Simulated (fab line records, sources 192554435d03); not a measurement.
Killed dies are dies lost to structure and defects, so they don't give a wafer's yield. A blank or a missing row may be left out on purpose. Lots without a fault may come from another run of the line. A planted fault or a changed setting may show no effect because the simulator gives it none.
fab line records | flow n5_finfet | part 2 of 2: steps 19 to 23 of 23
record lots=5 wafers=15 last_day=14
route steps=1938 shown BEOL_M0_SAQP@654
lots that met no fault: from a run of the same line without faults
start_h: hours from the record's first day to the start of the lot's first wafer shown | wait_h: hours since the lot's step before | " the same as in the row above | L1.1+2: a row that stands for several wafers | - no value, or no start given | * or withheld: withheld | < > ~ a bound
route shown NAME@n: a module of which the file shows steps, and the number in the route of the first | usual: mean/standard deviation of fault-free wafers | same: alike in all rows | chamber/n: place in a boat | sites: the reading at each site | _std_site: their standard deviation | _edge_site: outer sites' mean less inner sites' | radius_mm: how far each site lies from the wafer's centre | mask NAME#n: copy n | behind: the tool/chamber that last shaped the wafer | hold: why the lot was held/for how many hours/how that ended | device: the transistor (n, p or np) that didn't switch | end of line: the same wafers' tests at the end of the route | a step without rows: its recipe alone | killed: dies lost to structure and defects at the first sort, not the wafer's yield | map: a wafer's dies, x killed, . not, _ none there
set.NAME: the setting as run; set.NAME@STEP: as run at that earlier step | model.NAME: the simulator's own value behind a step, which no gauge read
lots at some steps of the route; a table a step, a row a wafer
services: from which hour (start_h, from the record's first day; less than 0 if before it) a tool's chamber was out of use, for how many hours, and why
## steps
# step N5_BEOL_M0_SAQP_ETCH_106
# recipe chemistry=N2/H2 target=SOC target_depth_a=1500 stop_on=SiNx ion_energy_ev=100 bias_w=61 pressure_mtorr=30 source_w=850 n2_flow_sccm=200 h2_flow_sccm=200
# usual drypump_motor_current_A=5.6/0.49 h2_flow_sccm=200.0/0.63 oes_product_au=0.79/0.081 rf_vpp_V=240.7/1.4 showerhead_plenum_p_Torr=2.55/0.085 throttle_valve_pct=17.83/0.26
# columns lot.wafer tool chamber start_h wait_h drypump_motor_current_A h2_flow_sccm oes_product_au rf_hours_counter_h rf_vpp_V showerhead_plenum_p_Torr throttle_valve_pct
L080.2 rie_diel-06 1 148.36 - 5.4 200.6 0.87 52 240.8 2.59 17.88
L080.5 " 0 " " 5.5 200.7 0.77 - 239.6 2.43 17.94
L080.6 " 1 " " 5.4 200.1 0.87 - 240.9 2.59 17.87
L082.1 rie_diel-06 3 156.79 - 6.8 199.4 0.89 28 241.0 2.59 17.49
L082.4 " 1 " " 5.4 201.3 0.87 54 242.3 2.59 17.88
L082.5 " 2 " " 5.7 200.0 0.75 - 240.6 2.45 18.24
L083.3 rie_diel-06 1 162.68 - 5.4 201.0 0.86 56 241.7 2.59 17.91
L083.4 " 0 " " 5.5 200.2 0.75 145 239.9 2.43 17.95
L083.5 " 2 " " 5.7 200.3 0.74 - 239.8 2.45 18.25
L085.3 rie_diel-03 0 176.11 - 5.3 200.6 0.69 190 242.3 2.64 17.89
L085.5 " 1 " " 5.1 200.4 0.71 - 241.0 2.63 17.83
L085.6 " 0 " " 5.3 199.7 0.70 - 242.5 2.64 17.90
L088.4 rie_diel-05 0 195.13 - 5.3 200.5 0.75 - 239.6 2.54 17.50
L088.5 " 3 " " 5.4 199.9 0.73 - 242.0 2.64 17.73
L088.6 " 2 " " 6.0 199.3 0.67 - 240.7 2.50 18.24
# step N5_BEOL_M0_SAQP_ETCH_107
# recipe chemistry=CH3F/O2 target=SiNx target_depth_a=300 mask_material=SOC pressure_mtorr=30 source_w=395 bias_w=73 Ar_flow_sccm=150 CH3F_flow_sccm=30 O2_flow_sccm=20 ion_energy_ev=120
# usual drypump_motor_current_A=5.6/0.49 oes_product_au=0.80/0.084 rf_vpp_V=297/3.6 showerhead_plenum_p_Torr=2.01/0.065 throttle_valve_pct=16.40/0.19
# columns lot.wafer tool chamber start_h wait_h drypump_motor_current_A oes_product_au rf_hours_counter_h rf_vpp_V showerhead_plenum_p_Torr throttle_valve_pct
L080.2 rie_diel-06 1 148.42 0.0 5.3 0.88 52 300 2.03 16.35
L080.5 " 0 " " 5.5 0.76 - 292 1.93 16.56
L080.6 " 1 " " 5.4 0.88 - 300 2.03 16.36
L082.1 rie_diel-06 3 156.85 0.0 6.8 0.91 28 300 2.05 16.12
L082.4 " 1 " " 5.3 0.88 54 302 2.03 16.35
L082.5 " 2 " " 5.7 0.75 - 299 1.93 16.68
L083.3 rie_diel-06 1 162.74 0.0 5.3 0.88 56 301 2.03 16.35
L083.4 " 0 " " 5.5 0.76 145 292 1.93 16.58
L083.5 " 2 " " 5.7 0.74 - 299 1.92 16.69
L085.3 rie_diel-03 0 176.17 0.0 5.3 0.71 190 303 2.07 16.37
L085.5 " 1 " " 5.2 0.71 - 295 2.07 16.42
L085.6 " 0 " " 5.3 0.70 - 304 2.07 16.35
L088.4 rie_diel-05 0 195.18 0.0 5.3 0.76 - 293 2.00 16.23
L088.5 " 3 " " 5.4 0.74 - 298 2.08 16.39
L088.6 " 2 " " 6.0 0.69 - 297 1.97 16.70
# step N5_BEOL_M0_SAQP_STRIP_108
# recipe chemistry=N2/H2 power_w=500 temp_c=40 pressure_mtorr=50 rf_frequency_hz=6e+07 overash_fraction=0.3 bias_power_w=28 h2_frac=0.5 n2_flow_sccm=300 h2_flow_sccm=300
# usual drypump_motor_current_A=5.6/0.49 h2_flow_sccm=299.8/0.92 oes_product_au=0.80/0.084 rf_vpp_V=122.0/0.98 showerhead_plenum_p_Torr=3.37/0.11 throttle_valve_pct=18.9/0.4
# columns lot.wafer tool chamber start_h wait_h drypump_motor_current_A h2_flow_sccm oes_product_au rf_hours_counter_h rf_vpp_V showerhead_plenum_p_Torr throttle_valve_pct
L080.2 rie_diel-06 1 148.46 0.0 5.4 299.4 0.89 52 122.4 3.42 19.0
L080.5 " 0 " " 5.5 299.3 0.77 - 122.8 3.22 19.0
L080.6 " 1 " " 5.4 299.9 0.89 - 123.4 3.42 19.0
L082.1 rie_diel-06 3 156.89 0.0 6.7 300.5 0.90 28 120.9 3.42 18.5
L082.4 " 1 " " 5.4 298.9 0.89 54 121.8 3.42 19.1
L082.5 " 2 " " 5.7 300.7 0.75 - 122.5 3.25 19.5
L083.3 rie_diel-06 1 162.78 0.0 5.4 298.1 0.89 56 122.2 3.42 19.1
L083.4 " 0 " " 5.5 299.9 0.77 145 119.8 3.22 19.0
L083.5 " 2 " " 5.7 301.7 0.76 - 121.3 3.25 19.5
L085.3 rie_diel-03 0 176.21 0.0 5.3 299.7 0.70 190 122.8 3.48 19.0
L085.5 " 1 " " 5.2 300.6 0.70 - 122.0 3.47 19.0
L085.6 " 0 " " 5.3 299.9 0.70 - 123.1 3.48 19.0
L088.4 rie_diel-05 0 195.22 0.0 5.3 298.2 0.77 - 121.0 3.35 18.3
L088.5 " 3 " " 5.4 300.1 0.74 - 122.3 3.48 18.7
L088.6 " 2 " " 6.0 301.2 0.70 - 122.3 3.30 19.7
# step N5_BEOL_M0_SAQP_RECESS_109
# recipe chemistry=HF/NH3 target=SiO2 target_depth_a=30 afs_cycles=1 temp_c=30 sublimation_temp_c=180 sublimation_time_s=60
# usual drypump_motor_current_A=5.8/0.32
# same afs_cycles=1
# columns lot.wafer tool chamber start_h wait_h drypump_motor_current_A
L080.2 vapor_etch-01 1 148.52 0.0 5.6
L080.5 " 1 " " 5.6
L080.6 " 0 " " 6.3
L082.1 vapor_etch-02 0 156.95 0.0 5.4
L082.4 " 0 " " 5.4
L082.5 " 0 " " 5.4
L083.3 vapor_etch-01 1 162.88 0.1 5.6
L083.4 " 0 " " 6.3
L083.5 " 1 " " 5.6
L085.3 vapor_etch-01 1 176.31 0.1 5.6
L085.5 " 0 " " 6.3
L085.6 " 1 " " 5.6
L088.4 vapor_etch-01 0 195.30 0.1 6.2
L088.5 " 0 " " 6.2
L088.6 " 1 " " 5.6
# step N5_BEOL_M0_SAQP_SPACER2_ALD_26
# recipe material=SiO2 target_thk_a=150 temp_c=300 ald_precursor_family=BDEAS ald_co_reactant=O2-plasma pulse_time_s=1 purge_time_s=2 co_reactant_purge_time_s=2 pressure_torr=2
# usual heater_power_w=463/48 precursor_pulse_height_rel=1.002/0.019
# same pulse_time_s=1
# columns lot.wafer tool chamber start_h wait_h heater_power_w precursor_pulse_height_rel
L080.2 ald_sin-03 0 148.67 0.1 480 1.013
L080.5 " 3 " " 470 1.002
L080.6 " 2 " " 446 0.997
L082.1 ald_sin-03 1 157.10 0.1 439 0.993
L082.4 " 0 " " 488 0.988
L082.5 " 1 " " 420 1.008
L083.3 ald_sin-02 0 163.33 0.4 499 0.987
L083.4 " 1 " " 356 0.981
L083.5 " 2 " " 478 1.022
L085.3 ald_sin-02 3 176.49 0.1 529 0.996
L085.5 " 2 " " 476 0.994
L085.6 " 3 " " 536 1.017
L088.4 ald_sin-01 2 195.88 0.5 526 1.024
L088.5 " 3 " " 475 1.015
L088.6 " 2 " " 540 1.026
## services
# columns tool chamber start_h hours kind
rie_si-06 - 131.77 0.3 repair
wet_bench-03 - 147.93 2.3 repair
rie_diel-06 3 158.92 1.5 repair
rie_diel-03 2 161.17 - clean
rie_diel-03 2 161.17 - consumable_replace:focus_ring
rie_diel-03 2 161.17 17.2 scheduled_down
rie_diel-03 2 161.17 17.2 vent_cycle
vapor_etch-02 - 170.66 0.9 repair
ald_sin-03 3 172.68 20.5 repair
ald_sin-03 - 178.11 14.0 pm
ald_sin-03 0 178.11 14.0 vent_cycle
ald_sin-03 1 178.11 14.0 vent_cycle
ald_sin-03 2 178.11 14.0 vent_cycle
ald_sin-02 - 182.71 14.6 pm
wet_bench-01 - 188.87 3.9 repair
rie_diel-05 1 189.36 - clean
rie_diel-05 1 189.36 - consumable_replace:focus_ring
rie_diel-05 1 189.36 - consumable_replace:showerhead
rie_diel-05 1 189.36 17.0 scheduled_down
rie_diel-05 1 189.36 17.0 vent_cycle
ald_sin-03 0 192.11 - clean
ald_sin-03 1 192.11 - clean
ald_sin-03 2 192.11 - clean
